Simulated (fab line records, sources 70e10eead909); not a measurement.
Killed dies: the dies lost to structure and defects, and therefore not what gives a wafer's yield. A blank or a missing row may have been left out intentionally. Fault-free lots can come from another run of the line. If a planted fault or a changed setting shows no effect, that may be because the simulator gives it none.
Chamber matching :: flow nand_harc :: NHARC_A_CONTACT_DESCUM_13 on rie_diel-05: 4 sister chambers
The step chemistry O2, time 3 s. 16 wafers are shown with their chamber, then 8 later ones without.

== WAFERS WITH THEIR CHAMBER ==
wafer: L078.1
chamber: 0
showerhead_plenum_p_Torr (Torr): 1.90
drypump_motor_current_A (A): 5.3
throttle_valve_pct (%): 11.307

wafer: L078.3
chamber: 2
showerhead_plenum_p_Torr (Torr): 1.97
drypump_motor_current_A (A): 6.5
throttle_valve_pct (%): 11.321

wafer: L078.6
chamber: 1
showerhead_plenum_p_Torr (Torr): 1.86
drypump_motor_current_A (A): 6.1
throttle_valve_pct (%): 11.320

wafer: L074.1
chamber: 2
showerhead_plenum_p_Torr (Torr): 1.97
drypump_motor_current_A (A): 6.5
throttle_valve_pct (%): 11.325

wafer: L074.5
chamber: 1
showerhead_plenum_p_Torr (Torr): 1.86
drypump_motor_current_A (A): 6.1
throttle_valve_pct (%): 11.325

wafer: L074.6
chamber: 2
showerhead_plenum_p_Torr (Torr): 1.97
drypump_motor_current_A (A): 6.4
throttle_valve_pct (%): 11.307

wafer: L076.1
chamber: 3
showerhead_plenum_p_Torr (Torr): 1.81
drypump_motor_current_A (A): 5.5
throttle_valve_pct (%): 11.302

wafer: L076.2
chamber: 1
showerhead_plenum_p_Torr (Torr): 1.86
drypump_motor_current_A (A): 6.1
throttle_valve_pct (%): 11.310

wafer: L076.6
chamber: 0
showerhead_plenum_p_Torr (Torr): 1.90
drypump_motor_current_A (A): 5.2
throttle_valve_pct (%): 11.309

wafer: L081.2
chamber: 1
showerhead_plenum_p_Torr (Torr): 1.85
drypump_motor_current_A (A): 6.1
throttle_valve_pct (%): 11.305

wafer: L081.3
chamber: 3
showerhead_plenum_p_Torr (Torr): 1.81
drypump_motor_current_A (A): 5.5
throttle_valve_pct (%): 11.318

wafer: L081.6
chamber: 3
showerhead_plenum_p_Torr (Torr): 1.81
drypump_motor_current_A (A): 5.5
throttle_valve_pct (%): 11.316

wafer: L089.2
chamber: 2
showerhead_plenum_p_Torr (Torr): 1.97
drypump_motor_current_A (A): 6.5
throttle_valve_pct (%): 11.319

wafer: L089.4
chamber: 3
showerhead_plenum_p_Torr (Torr): 1.81
drypump_motor_current_A (A): 5.5
throttle_valve_pct (%): 11.314

wafer: L089.5
chamber: 1
showerhead_plenum_p_Torr (Torr): 1.85
drypump_motor_current_A (A): 6.1
throttle_valve_pct (%): 11.322

wafer: L093.1
chamber: 3
showerhead_plenum_p_Torr (Torr): 1.81
drypump_motor_current_A (A): 5.5
throttle_valve_pct (%): 11.312

SIGNATURES (means of the wafers above)
reading: showerhead_plenum_p_Torr
chamber 0: 1.9000
chamber 1: 1.8560
chamber 2: 1.9700
chamber 3: 1.8100
scatter within a chamber: 0.00316

reading: drypump_motor_current_A
chamber 0: 5.250
chamber 1: 6.100
chamber 2: 6.475
chamber 3: 5.500
scatter within a chamber: 0.0323

reading: throttle_valve_pct
chamber 0: 11.30800
chamber 1: 11.31640
chamber 2: 11.31800
chamber 3: 11.31240
scatter within a chamber: 0.00722
Rule: for each reading, subtract the chamber's mean from the wafer's reading, divide by that reading's scatter and square the result; add these up over the readings and take the root, which gives the wafer's distance from the chamber. The wafer belongs to the nearest chamber; if the next one is less than 2 further off, it can't be placed. The scatter is the square root of a quotient: the sum, over the shown wafers, of each reading's squared deviation from its chamber's mean, divided by wafers minus chambers.

== WAFERS MISSING THEIR CHAMBER ==
wafer: L093.2
showerhead_plenum_p_Torr (Torr): 1.90
drypump_motor_current_A (A): 5.2
throttle_valve_pct (%): 11.314

wafer: L093.6
showerhead_plenum_p_Torr (Torr): 1.90
drypump_motor_current_A (A): 5.2
throttle_valve_pct (%): 11.305

wafer: L090.1
showerhead_plenum_p_Torr (Torr): 1.85
drypump_motor_current_A (A): 6.0
throttle_valve_pct (%): 11.318

wafer: L090.2
showerhead_plenum_p_Torr (Torr): 1.96
drypump_motor_current_A (A): 6.5
throttle_valve_pct (%): 11.315

wafer: L090.6
showerhead_plenum_p_Torr (Torr): 1.81
drypump_motor_current_A (A): 5.5
throttle_valve_pct (%): 11.303

wafer: L096.1
showerhead_plenum_p_Torr (Torr): 1.89
drypump_motor_current_A (A): 5.2
throttle_valve_pct (%): 11.305

wafer: L096.4
showerhead_plenum_p_Torr (Torr): 1.96
drypump_motor_current_A (A): 6.4
throttle_valve_pct (%): 11.301

wafer: L096.5
showerhead_plenum_p_Torr (Torr): 1.89
drypump_motor_current_A (A): 5.3
throttle_valve_pct (%): 11.326

== THE CHAMBER EACH PASSED THROUGH ==
wafer: L093.2
from the rows above: 0
in truth: 0

wafer: L093.6
from the rows above: 0
in truth: 0

wafer: L090.1
from the rows above: 1
in truth: 1

wafer: L090.2
from the rows above: 2
in truth: 2

wafer: L090.6
from the rows above: 3
in truth: 3

wafer: L096.1
from the rows above: 0
in truth: 0

wafer: L096.4
from the rows above: 2
in truth: 2

wafer: L096.5
from the rows above: 0
in truth: 0
Placed correctly: 8 of 8. Left unplaced by these rows: 0. Placed wrongly: 0.
